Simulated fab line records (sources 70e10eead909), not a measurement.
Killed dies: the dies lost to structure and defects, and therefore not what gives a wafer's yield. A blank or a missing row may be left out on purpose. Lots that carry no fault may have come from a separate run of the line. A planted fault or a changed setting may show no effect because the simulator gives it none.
A struck lot beside a sound one || flow nandHarc || 42 out of 1159 route steps
Sound: these wafers, L966.1, L966.4, L966.5. Wafers struck: L970.2, L970.3, L970.5. The cause is given at the end.
Each step with rows lists, per side, the tool, then ch with its chambers, then its first start. Under that, the readings that differ: sound wafers || struck wafers || difference of the means || sigmas: that difference in standard deviations of wafers without a fault.
alike: same words and numbers on both sides, and readings whose means sit less than 2 such deviations apart. not compared: any withheld reading, any reading some wafer has no value for, any bound like >300 that may hide the same value, and any number with overlapping values for which the record gives no deviation.
The two part at a step that has a row with sigmas, a row that says differs or no value, or rows on one side only. When numbers do not overlap yet have no deviation, they are printed without sigmas and do not part them. A reading missing from all wafers of one side parts the sides only when that side holds two or more wafers.

first, 2 steps without rows for these wafers: NHARC_A_CONTACT_DESCUM_47 (chemistry O2, time 3 s); NHARC_A_CONTACT_ETCH_48 (etches the open film in CF4, target depth 39 nm, time 65 s).
NHARC_A_CONTACT_ETCH_49: etches the open film in N2/H2, target depth 260 nm, time 475.3 s.
  sound on rieDiel-01 ch 1,2; struck on rieDiel-07 ch 0,1
{"reading": "rfVppV (V)", "sound": "427.9 435.4 435.4", "struck": "426.8 426.2 428.2", "difference": -5.8, "sigmas": -2}
{"reading": "showerheadPlenumPTorr (Torr)", "sound": "1.95 2.21 2.21", "struck": "1.94 1.93 1.94", "difference": -0.19, "sigmas": -2}
  alike: drypumpMotorCurrentA, h2FlowSccm, oesProductAu, throttleValvePct
  not compared: rfHoursCounterH
then, 4 steps without rows for these wafers: NHARC_A_CONTACT_ETCH_50 (etches the open film in CF4/CHF3, target depth 84.7 nm, time 42.4 s); NHARC_A_CONTACT_ETCH_51 (etches the open film in O2/COS, target depth 3600 nm, time 936 s); NHARC_A_CONTACT_ETCH_111 (etches the open film in C4F8/O2/Ar, time 140 s, target depth 700 nm); NHARC_A_CONTACT_ETCH_112 (etches the open film in C4F8/O2/Ar, time 94 s, target depth 922 nm).
NHARC_A_CONTACT_ETCH_113: etches the open film in C4F8/O2/Ar, time 94 s, target depth 922 nm.
  sound on harCapEtch-01 ch 0,1, day 16 08:29; struck on harCapEtch-01 ch 0,1, day 17 14:09
  not compared: rfHoursCounterH
then, 3 steps without rows for these wafers: NHARC_A_CONTACT_ETCH_114 (etches the open film in C4F8/O2/Ar, time 94 s, target depth 922 nm); NHARC_A_CONTACT_ETCH_115 (etches the open film in C4F8/O2/Ar, time 94 s, target depth 922 nm); NHARC_A_CONTACT_ETCH_116 (etches the open film in C4F8/O2/Ar, time 94 s, target depth 922 nm).
NHARC_A_CONTACT_ETCH_117: etches the open film in C4F8/O2/Ar, time 94 s, target depth 922 nm.
  sound on harCapEtch-01 ch 0,1, day 16 08:58; struck on harCapEtch-01 ch 0,1, day 17 14:31
  not compared: rfHoursCounterH
NHARC_A_CONTACT_ETCH_118: etches the open film in C4F8/O2/Ar, time 94 s, target depth 922 nm.
  sound on harCapEtch-01 ch 0,1, day 16 09:05; struck on harCapEtch-01 ch 0,1, day 17 14:37
  not compared: rfHoursCounterH
then, 5 steps without rows for these wafers: NHARC_A_CONTACT_ETCH_119 (etches the open film in C4F8/O2/Ar, time 94 s, target depth 922 nm); NHARC_A_CONTACT_ETCH_120 (etches the open film in C4F8/O2/Ar, time 94 s, target depth 922 nm); NHARC_A_CONTACT_ETCH_121 (etches the open film in C4F8/O2/Ar, time 94 s, target depth 922 nm); NHARC_A_CONTACT_ETCH_122 (etches the open film in C4F8/O2/Ar, time 95 s, target depth 930 nm); NHARC_A_CONTACT_ETCH_123 (etches the open film in C4F8/O2/Ar, time 253 s, target depth 1090 nm).
NHARC_A_CONTACT_ETCH_90: etches the open film in CH3F/O2, target depth 40 nm, time 85.7 s.
  sound on rieDiel-01 ch 0,1,3, day 16 10:25; struck on rieDiel-07 ch 0,1,3, day 17 15:40
  alike: drypumpMotorCurrentA, oesProductAu, rfVppV, showerheadPlenumPTorr, throttleValvePct
  not compared: rfHoursCounterH
then, 1 step without rows for these wafers: NHARC_A_CONTACT_ETCH_96 (etches the open film in C4F6/O2, target depth 20 nm, time 10 s).
NHARC_A_CONTACT_CD_MEAS_53:
  sound on cdSem-01, day 16 10:38; struck on cdSem-02, day 17 15:53
  alike: cdNm
then, 7 steps without rows for these wafers: NHARC_A_CONTACT_STRIP_99 (strips in N2/H2); NHARC_A_CONTACT_STRIP_100 (strips in CF4/CHF3); NHARC_A_CONTACT_STRIP_101 (strips in O2/COS); NHARC_A_CONTACT_ETCH_102 (etches the open film in CF4/O2, target depth 70 nm, overetch 7 nm, time 38.5 s); NHARC_A_CONTACT_STRIP_55 (strips in O2); NHARC_A_CONTACT_STRIP_56 (strips in post etch residue remover, time 600 s); NHARC_A_CONTACT_DEP_57 (deposits aC, target thk 2800 nm).
NHARC_A_CONTACT_DEP_58: deposits SiON, target thk 60 nm.
  sound on pecvd-03 ch 1,2, day 16 13:35; struck on pecvd-04 ch 1,2, day 17 19:04
  alike: heaterPowerW
then, 10 steps without rows for these wafers: NHARC_A_CONTACT_DEHYDRATE_59 (time 120 s); NHARC_A_CONTACT_HMDS_60 (time 30 s); NHARC_A_CONTACT_COAT_61 (time 75 s); NHARC_A_CONTACT_COAT_62 (time 65 s); NHARC_A_CONTACT_COAT_63 (resist thk 90 nm); NHARC_A_CONTACT_SOFTBAKE_64 (time 55 s); NHARC_A_CONTACT_EBR_65; NHARC_A_CONTACT_EXPOSE_66 (exposes mask A CC 2); NHARC_A_CONTACT_PEB_67 (peb time 65 s); NHARC_A_CONTACT_DEVELOP_68 (develop time 35 s).
NHARC_A_CONTACT_CD_MEAS_69: the cd target is 200 nm.
  sound on cdSem-02 ch 0, day 16 14:17; struck on cdSem-01 ch 0, day 17 19:41
  alike: cdNm
NHARC_A_CONTACT_OVL_MEAS_70:
  sound on overlay-01, day 16 14:23; struck on overlay-01, day 17 19:47
  alike: overlayXNm, overlayYNm
-- jump in the record: it breaks off in module A_CONTACT and resumes in module END (first step shown: number 1159 of the route), and 4 days separate the struck wafers' starts before and after --
NHARC_END_SORT_01:
  the record has rows for the struck wafers here (prober-02 ch 0, day 21 13:41) and none for the sound ones

## WHERE THEY PART
Earliest at NHARC_A_CONTACT_ETCH_49; latest, in this record, at NHARC_END_SORT_01.

WHY: what the simulator had put in
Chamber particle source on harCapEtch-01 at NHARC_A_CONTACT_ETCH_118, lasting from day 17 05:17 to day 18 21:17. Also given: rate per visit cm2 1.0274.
